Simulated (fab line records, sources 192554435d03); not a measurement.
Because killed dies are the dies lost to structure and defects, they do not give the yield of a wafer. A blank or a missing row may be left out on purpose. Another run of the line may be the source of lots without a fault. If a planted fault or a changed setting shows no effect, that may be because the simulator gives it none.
Matching of chambers -- flow n5Finfet -- N5_BEOL_M11_ALD_74 on aldMetal-01 has 4 sister chambers
The step deposits TaN, target thk 2 nm, pulse time 2 s, purge time 3 s. 30 wafers are shown with their chamber, then 12 later ones without.

WAFERS PAIRED WITH THEIR CHAMBERS
wafer,chamber,heaterPowerW (W),chamberPressureTorr (Torr)
L074.1,3,448,3.003
L074.3,2,406,3.001
L074.6,3,438,2.996
L076.1,3,437,2.996
L076.4,0,428,3.002
L076.6,3,459,3.001
L075.1,1,365,2.981
L075.3,2,423,3.014
L075.4,0,429,2.998
L079.3,1,376,2.998
L079.5,3,443,3.007
L079.6,2,412,3.009
L080.2,0,428,3.005
L080.3,1,372,2.994
L080.4,3,441,3.003
L083.1,3,442,2.996
L083.2,1,379,2.989
L083.4,2,414,2.998
L086.1,1,368,3.011
L086.2,3,441,3.006
L086.4,0,433,2.998
L090.2,3,442,3.013
L090.4,2,421,3.005
L090.5,1,382,2.993
L091.1,0,432,3.006
L091.4,2,415,2.999
L091.6,0,436,3.010
L092.1,3,438,3.007
L092.4,0,426,2.992
L092.5,0,441,3.002

SIGNATURES, as means of the wafers listed above
reading,chamber 0,chamber 1,chamber 2,chamber 3,scatter within a chamber
heaterPowerW,431.62,373.67,415.17,442.90,6.06
chamberPressureTorr,3.00162,2.99433,3.00433,3.00280,0.00681
Rule: a wafer's distance from a chamber is the root of the sum, over the readings, of the square of ((its reading less the chamber's mean) divided by the reading's scatter). If the next closest chamber is less than 2 further off than the closest, the wafer can't be placed; otherwise it belongs to the closest. The scatter: take each reading less its chamber's mean, square it, sum over the shown wafers, divide by the number of wafers less the number of chambers, and take the root.

WAFERS MISSING THEIR CHAMBER
wafer,heaterPowerW (W),chamberPressureTorr (Torr)
L094.1,437,2.998
L094.2,373,2.995
L094.5,409,3.008
L096.1,437,3.000
L096.4,418,3.005
L096.5,427,3.008
L093.3,383,2.995
L093.4,445,3.009
L093.5,419,2.998
L097.2,423,3.012
L097.3,380,3.000
L097.4,408,3.005

WHICH CHAMBER EACH WENT THROUGH
wafer,from the rows above,in truth
L094.1,can't be placed: 0 or 3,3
L094.2,1,1
L094.5,2,2
L096.1,can't be placed: 0 or 3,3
L096.4,can't be placed: 2 or 0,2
L096.5,can't be placed: 0 or 2 or 3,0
L093.3,1,1
L093.4,can't be placed: 3 or 0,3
L093.5,can't be placed: 2 or 0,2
L097.2,can't be placed: 2 or 0 or 3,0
L097.3,1,1
L097.4,2,2
5 of 12 placed correctly. Can't be placed from these rows: 7 (the true chamber is among the candidates in 7). 0 placed wrongly.
